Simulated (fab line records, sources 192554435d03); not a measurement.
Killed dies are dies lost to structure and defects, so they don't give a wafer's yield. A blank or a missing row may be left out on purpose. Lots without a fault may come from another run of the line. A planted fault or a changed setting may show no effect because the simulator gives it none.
Chamber matching | flow n5_finfet | N5_MOL_CONTACT_COAG_ETCH_110 on rie_diel-04: 4 sister chambers
The step etches Si in CF4/O2, target depth 2.5 nm, time 8 s. 4 wafers are shown with their chamber, then 12 later ones without.

WAFERS WITH THEIR CHAMBER
wafer  | chamber | rf_vpp_V (V)
L089.2 | 0       | 133
L090.1 | 1       | 125
L090.3 | 2       | 133
L090.5 | 3       | 116

WAFERS WITHOUT THEIR CHAMBER
wafer  | rf_vpp_V (V)
L091.1 | 133
L091.2 | 115
L091.4 | 132
L092.1 | 134
L092.3 | 117
L092.4 | 124
L093.1 | 128
L093.5 | 124
L093.6 | 135
L094.2 | 132
L094.3 | 116
L094.5 | 136

WHICH CHAMBER EACH WENT THROUGH
wafer  | from the rows above          | in truth
L091.1 | can't be placed: 0 or 2      | 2
L091.2 | 3                            | 3
L091.4 | can't be placed: 0 or 2      | 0
L092.1 | can't be placed: 0 or 2      | 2
L092.3 | 3                            | 3
L092.4 | 1                            | 1
L093.1 | can't be placed: 1 or 0 or 2 | 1
L093.5 | 1                            | 1
L093.6 | can't be placed: 0 or 2      | 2
L094.2 | can't be placed: 0 or 2      | 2
L094.3 | 3                            | 3
L094.5 | can't be placed: 0 or 2      | 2
Placed correctly: 5 of 12. Can't be placed from these rows: 7 (the true chamber is among the candidates in 7). Placed wrongly: 0.
How it was worked out, from the rows above alone: a wafer's distance from a chamber is the root of the sum, over the readings, of the square of ((its reading less the chamber's mean) divided by the reading's scatter). The wafer belongs to the nearest chamber; if the next one is less than 2 further off, it can't be placed. A chamber's mean is the mean of its shown wafers. The scatter: with one shown wafer a chamber, the root of the mean of the squares of how far each hidden wafer lies from its nearest shown one.
